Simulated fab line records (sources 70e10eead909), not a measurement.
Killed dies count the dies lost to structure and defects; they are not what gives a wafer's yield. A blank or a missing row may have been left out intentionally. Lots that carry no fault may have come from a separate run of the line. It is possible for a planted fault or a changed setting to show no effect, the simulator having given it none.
Chamber matching || flow nand-harc || NHARC_P_BONDPAD_DEP_00 on pecvd-04: 3 sister chambers
The step deposits SiCN, target thk 250 nm. 6 wafers are shown with their chamber, then 7 later ones without.

WAFERS, EACH WITH ITS CHAMBER
{"wafer": "L074.5", "chamber": 2, "heater-power-w (W)": 588, "rf-fwd-power-W (W)": 447.5}
{"wafer": "L078.1", "chamber": 0, "heater-power-w (W)": 529, "rf-fwd-power-W (W)": 452.0}
{"wafer": "L078.3", "chamber": 2, "heater-power-w (W)": 605, "rf-fwd-power-W (W)": 447.1}
{"wafer": "L078.6", "chamber": 0, "heater-power-w (W)": 527, "rf-fwd-power-W (W)": 449.2}
{"wafer": "L084.2", "chamber": 1, "heater-power-w (W)": 438, "rf-fwd-power-W (W)": 448.8}
{"wafer": "L084.4", "chamber": 1, "heater-power-w (W)": 452, "rf-fwd-power-W (W)": 448.1}

WAFERS WITH NO CHAMBER GIVEN
{"wafer": "L084.5", "heater-power-w (W)": 534, "rf-fwd-power-W (W)": 446.6}
{"wafer": "L092.1", "heater-power-w (W)": 515, "rf-fwd-power-W (W)": 447.7}
{"wafer": "L092.2", "heater-power-w (W)": 511, "rf-fwd-power-W (W)": 448.8}
{"wafer": "L092.6", "heater-power-w (W)": 519, "rf-fwd-power-W (W)": 448.8}
{"wafer": "L095.2", "heater-power-w (W)": 531, "rf-fwd-power-W (W)": 447.2}
{"wafer": "L095.4", "heater-power-w (W)": 447, "rf-fwd-power-W (W)": 447.8}
{"wafer": "L095.5", "heater-power-w (W)": 530, "rf-fwd-power-W (W)": 448.1}

CHAMBER TAKEN BY EACH
{"wafer": "L084.5", "from the rows above": 0, "in truth": 0}
{"wafer": "L092.1", "from the rows above": 0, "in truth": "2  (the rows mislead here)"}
{"wafer": "L092.2", "from the rows above": 0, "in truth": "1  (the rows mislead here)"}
{"wafer": "L092.6", "from the rows above": 0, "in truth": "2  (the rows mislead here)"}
{"wafer": "L095.2", "from the rows above": 0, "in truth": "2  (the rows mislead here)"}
{"wafer": "L095.4", "from the rows above": 1, "in truth": 1}
{"wafer": "L095.5", "from the rows above": 0, "in truth": 0}
Correctly placed: 3 of 7. From these rows, 0 cannot be placed. 4 placed wrongly.
How it was worked out, from the rows above alone: a wafer's distance from a chamber is the root of the sum, over the readings, of the square of ((its reading less the chamber's mean) divided by the reading's scatter). The wafer belongs to the nearest chamber; if the next one is less than 2 further off, it can't be placed. A chamber's mean is the mean of its shown wafers. The scatter: take each reading less its chamber's mean, square it, sum over the shown wafers, divide by the number of wafers less the number of chambers, and take the root.
